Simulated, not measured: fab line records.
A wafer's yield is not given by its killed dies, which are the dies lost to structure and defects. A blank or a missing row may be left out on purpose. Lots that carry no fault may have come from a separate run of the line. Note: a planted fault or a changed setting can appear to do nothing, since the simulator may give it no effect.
fab line records -- flow nandHarc -- part 2 of 2: steps 22 to 31 of 31
[record] lots = 5, wafers = 15, lastDay = 30
route steps=1302 shown P_BONDPAD@353
lots with no fault: from the same line, run without faults
startH: hours from the record's opening day to when the first of the lot's shown wafers began -- waitH: time in hours since the lot's previous step -- " repeats the value in the row above -- L1.1+2: one row covering several wafers at once -- - value missing, or start not given -- * or withheld: withheld -- < > ~ a bound
route shown NAME@n: names a module that has steps shown in the file, with the first one's number in the route -- usual: the fault-free wafers' mean and standard deviation -- same: alike in all rows -- chamber/n: place in a boat -- sites: readings site by site -- _std_site: standard deviation across them -- _edge_site: outer sites' mean less inner sites' -- radiusMm: for every site, how far away it sits from the centre of the wafer -- mask NAME#n: copy n -- behind: tool/chamber where the wafer was last shaped -- hold: cause of the lot's hold/its duration in hours/its outcome -- device: transistor that didn't switch, given as n, p or np -- end of line: tests of these same wafers at the route's end -- a step given without rows: its recipe and nothing more -- killed: dies lost to structure and defects at the first sort, not the wafer's yield -- map: a wafer's dies, x killed, . not, _ none there
set.NAME: setting as actually run; set.NAME@STEP: the setting as run at that earlier step -- model.NAME: the simulator's own value behind a step, which no gauge read
a table for each step, a row for each wafer; lots at some steps of the route
services: the hour from which a tool's chamber was out of use, counted from the record's first day as startH (under 0 if before that day), plus the number of hours and why
[[steps]]
[step NHARC_P_BONDPAD_DEGAS_25]
[recipe] tempC = 300, timeS = 60
[usual] heaterPowerW = 455/43, susceptorTempC = 299.98/0.22
lot.wafer,tool,chamber,startH,waitH,heaterPowerW,susceptorTempC
L074.4,pvdSputter-02,-,133.74,-,429,300.11
L074.1,pvdSputter-02,-,133.74,-,445,299.88
L074.2,pvdSputter-02,-,133.74,-,357,300.44
L077.1,pvdSputter-02,-,165.94,-,354,299.94
L077.4,pvdSputter-02,-,165.94,-,443,299.80
L077.6,pvdSputter-02,-,165.94,-,362,299.63
L079.3,pvdSputter-03,-,189.80,-,503,300.31
L079.4,pvdSputter-03,-,189.80,-,417,300.19
L079.2,pvdSputter-03,-,189.80,-,462,299.81
L083.4,pvdSputter-01,-,227.89,-,507,300.35
L083.6,pvdSputter-01,-,227.89,-,464,300.22
L083.5,pvdSputter-01,-,227.89,-,479,299.64
L088.1,pvdSputter-01,-,288.10,-,499,300.09
L088.4,pvdSputter-01,-,288.10,-,459,299.69
L088.6,pvdSputter-01,-,288.10,-,513,300.15
[step NHARC_P_BONDPAD_PRE_CLEAN_26]
[recipe] timeS = 30, tempC = 280, gas = H2/He
[usual] heaterPowerW = 399/37, susceptorTempC = 280.01/0.21
lot.wafer,tool,chamber,startH,waitH,heaterPowerW,susceptorTempC
L074.4,pvdSputter-02,-,-,-,435,279.82
L074.1,pvdSputter-02,-,-,-,389,279.85
L074.2,pvdSputter-02,-,-,-,315,280.11
L077.4,pvdSputter-02,-,-,-,317,279.81
L077.1,pvdSputter-02,-,-,-,387,279.81
L077.6,pvdSputter-02,-,-,-,316,280.19
L079.2,pvdSputter-03,-,-,-,387,280.36
L079.4,pvdSputter-03,-,-,-,398,279.88
L079.3,pvdSputter-03,-,-,-,355,279.92
L083.4,pvdSputter-01,-,-,-,448,279.74
L083.6,pvdSputter-01,-,-,-,419,280.15
L083.5,pvdSputter-01,-,-,-,421,279.77
L088.4,pvdSputter-01,-,-,-,441,279.78
L088.1,pvdSputter-01,-,-,-,405,279.87
L088.6,pvdSputter-01,-,-,-,396,280.14
[step NHARC_P_BONDPAD_PVD_17]
[recipe] targetThkA = 50, biasV = 168.6, powerW = 15000, chamberPressurePa = 0.12, timeS = 8.06, substrateTempC = 50, material = TaN
[usual] biasV = 168.7/1.8, throttleValvePct = 29.8/0.93
lot.wafer,tool,chamber,startH,waitH,biasV,throttleValvePct
L074.4,pvdSputter-02,-,-,-,170.7,29.5
L074.2,pvdSputter-02,-,-,-,168.1,28.1
L074.1,pvdSputter-02,-,-,-,167.8,30.6
L077.4,pvdSputter-02,-,-,-,168.6,28.0
L077.1,pvdSputter-02,-,-,-,170.9,30.8
L077.6,pvdSputter-02,-,-,-,169.4,29.4
L079.4,pvdSputter-03,-,-,-,166.3,30.9
L079.2,pvdSputter-03,-,-,-,167.9,29.3
L079.3,pvdSputter-03,-,-,-,165.6,31.0
L083.4,pvdSputter-01,-,-,-,167.4,30.0
L083.6,pvdSputter-01,-,-,-,166.0,30.0
L083.5,pvdSputter-01,-,-,-,173.0,30.2
L088.1,pvdSputter-01,-,-,-,168.7,30.1
L088.4,pvdSputter-01,-,-,-,169.5,30.9
L088.6,pvdSputter-01,-,-,-,167.9,31.0
[step NHARC_P_BONDPAD_PVD_27]
[recipe] targetThkA = 300, chamberPressurePa = 5, powerW = 5000, substrateTempC = 30, timeS = 20.49, material = Cu
[usual] throttleValvePct = 29.8/1
lot.wafer,tool,chamber,startH,waitH,throttleValvePct
L074.1,pvdSputter-02,-,-,-,29.6
L074.2,pvdSputter-02,-,-,-,28.2
L074.4,pvdSputter-02,-,-,-,30.6
L077.1,pvdSputter-02,-,-,-,29.3
L077.4,pvdSputter-02,-,-,-,29.3
L077.6,pvdSputter-02,-,-,-,28.1
L079.4,pvdSputter-03,-,-,-,31.2
L079.2,pvdSputter-03,-,-,-,30.8
L079.3,pvdSputter-03,-,-,-,29.2
L083.4,pvdSputter-01,-,-,-,30.2
L083.5,pvdSputter-01,-,-,-,29.5
L083.6,pvdSputter-01,-,-,-,29.9
L088.4,pvdSputter-01,-,-,-,30.1
L088.1,pvdSputter-01,-,-,-,31.0
L088.6,pvdSputter-01,-,-,-,29.9
[step NHARC_P_BONDPAD_ECD_18]
[recipe] targetThkA = 4000, bathTempC = 25, material = Cu
lot.wafer,tool,chamber,startH,waitH
L074.1+2+4,ecdCu-02,"0,1,0",134.10,-
L077.1+4+6,ecdCu-02,"1,0,1",166.30,-
L079.2+4+3,ecdCu-01,"0,1,0",190.22,-
L083.4+6+5,ecdCu-01,"0,1,0",228.38,-
L088.1+4+6,ecdCu-01,0,288.51,-
[step NHARC_P_BONDPAD_ANNEAL_28]
[recipe] tempC = 225, timeS = 90
[usual] wafer_temp_C_max = 225.97/0.23
lot.wafer,tool,chamber,startH,waitH,wafer_temp_C_max
L074.1,rtpAnneal-02,0,134.48,0.3,225.81
L074.2,rtpAnneal-02,0,134.48,0.3,225.84
L074.4,rtpAnneal-02,0,134.48,0.3,226.06
L077.1,rtpAnneal-02,0,166.68,-,226.33
L077.4,rtpAnneal-02,0,166.68,-,226.29
L077.6,rtpAnneal-02,0,166.68,-,225.93
L079.2,rtpAnneal-02,0,190.60,0.3,226.20
L079.3,rtpAnneal-02,0,190.60,0.3,226.34
L079.4,rtpAnneal-02,0,190.60,0.3,225.91
L083.4,rtpAnneal-01,0,228.77,0.3,226.44
L083.5,rtpAnneal-01,0,228.77,0.3,226.06
L083.6,rtpAnneal-01,0,228.77,0.3,225.97
L088.1,rtpAnneal-01,0,288.84,0.3,225.91
L088.4,rtpAnneal-01,0,288.84,0.3,225.59
L088.6,rtpAnneal-01,0,288.84,0.3,225.74
[step NHARC_P_BONDPAD_CMP_19]
[recipe] tOverpolishS = 30, cuRecessTouchS = 16, targetThkNm = 160.81
[usual] motorCurrentA = 12.2/1.5, overpolishRunS = 30.001/0.0092
lot.wafer,tool,chamber,startH,waitH,motorCurrentA,overpolishRunS
L074.4,cmp-01,1,134.83,-,13.7,30.005
L074.2,cmp-01,3,134.83,-,14.7,30.005
L074.1,cmp-01,0,134.83,-,13.2,30.004
L077.4,cmp-02,1,167.09,-,12.2,30.014
L077.1,cmp-02,2,167.09,-,11.4,30.009
L077.6,cmp-02,3,167.09,-,12.3,30.003
L079.4,cmp-01,2,190.92,-,10.6,29.994
L079.3,cmp-01,3,190.92,-,14.7,30.004
L079.2,cmp-01,0,190.92,-,12.8,30.008
L083.4,cmp-02,1,229.04,-,12.2,29.993
L083.5,cmp-02,2,229.04,-,11.7,30.013
L083.6,cmp-02,3,229.04,-,12.6,29.996
L088.4,cmp-01,2,289.21,-,11.0,29.987
L088.1,cmp-01,3,289.21,-,14.7,29.995
L088.6,cmp-01,2,289.21,-,9.8,29.975
[step NHARC_P_BONDPAD_THK_MEAS_20]
[recipe] thkMeasGauge = xrf
[usual] thkNm = 160.7/1.4
lot.wafer,tool,chamber,startH,waitH,thkNm
L074.1,filmMetro-01,-,135.15,-,162.0
L074.2,filmMetro-01,-,135.15,-,160.1
L074.4,filmMetro-01,-,135.15,-,161.3
L077.1,filmMetro-01,-,167.35,-,162.3
L077.4,filmMetro-01,-,167.35,-,161.1
L077.6,filmMetro-01,-,167.35,-,162.2
L079.2,filmMetro-02,-,191.21,-,160.5
L079.3,filmMetro-02,-,191.21,-,161.4
L079.4,filmMetro-02,-,191.21,-,160.1
L083.4,filmMetro-01,-,229.28,-,161.1
L083.5,filmMetro-01,-,229.28,-,161.3
L083.6,filmMetro-01,-,229.28,-,160.1
L088.1,filmMetro-01,-,289.51,-,160.0
L088.4,filmMetro-01,-,289.51,-,159.8
L088.6,filmMetro-01,-,289.51,-,157.4
[step NHARC_P_BONDPAD_SRD_21]
[recipe] timeS = 30, tempC = 23, dryTimeS = 20, spinRpm = 1500
lot.wafer,tool,chamber,startH,waitH
L074.1+4+2,wetBench-08,"6,7,3",135.19,0.0
L077.4+1+6,wetBench-08,"0,2,4",167.39,0.0
L079.2+3+4,wetBench-08,"7,1,2",191.26,0.0
L083.5+6+4,wetBench-10,"7,1,2",229.33,0.0
L088.1+4+6,wetBench-10,"7,1,2",289.55,0.0
[step NHARC_P_BONDPAD_INSPECT_23]
[usual] rawDefectCount = 349/140
lot.wafer,tool,chamber,startH,waitH,rawDefectCount
L074.1,defectInspect-01,-,135.36,0.0,192
L074.2,defectInspect-01,-,135.36,0.0,376
L074.4,defectInspect-01,-,135.36,0.0,239
L077.1,defectInspect-01,-,167.57,0.0,186
L077.4,defectInspect-01,-,167.57,0.0,205
L077.6,defectInspect-01,-,167.57,0.0,374
L079.2,defectInspect-02,-,191.42,0.0,362
L079.3,defectInspect-02,-,191.42,0.0,370
L079.4,defectInspect-02,-,191.42,0.0,267
L083.4,defectInspect-01,-,229.51,0.0,245
L083.5,defectInspect-01,-,229.51,0.0,246
L083.6,defectInspect-01,-,229.51,0.0,420
L088.1,defectInspect-02,-,289.73,0.0,250
L088.4,defectInspect-02,-,289.73,0.0,322
L088.6,defectInspect-02,-,289.73,0.0,246
[[services]]
tool,chamber,startH,hours,kind
pvdSputter-03,-,114.56,2.0,repair
rieDiel-07,-,117.20,9.0,pm
wetBench-08,-,118.40,8.0,pm
lithoTrack-05,-,124.00,7.0,pm
wetBench-10,-,135.20,8.0,pm
rieDiel-07,2,151.16,1.4,repair
pvdSputter-01,-,158.82,4.2,repair
pvdSputter-03,-,170.02,10.0,pm
rieDiel-04,-,177.90,9.0,pm
pvdSputter-02,-,182.78,3.9,repair
pvdSputter-02,-,187.20,6.1,repair
wetBench-08,-,197.13,1.4,repair
rieDiel-04,1,198.84,58.3,repair
rieDiel-02,-,216.71,9.0,pm
pvdSputter-01,-,228.92,10.0,pm
rieDiel-07,1,231.36,6.3,repair
rieDiel-07,1,238.83,4.8,repair
lithoTrack-07,-,251.01,7.0,pm
pvdSputter-02,-,261.18,5.4,repair
rieDiel-04,0,261.35,9.3,repair
rieDiel-07,2,274.64,3.6,repair
lithoTrack-03,-,275.00,7.0,pm
rieDiel-02,2,277.87,7.5,repair
pvdSputter-02,-,282.00,10.0,pm
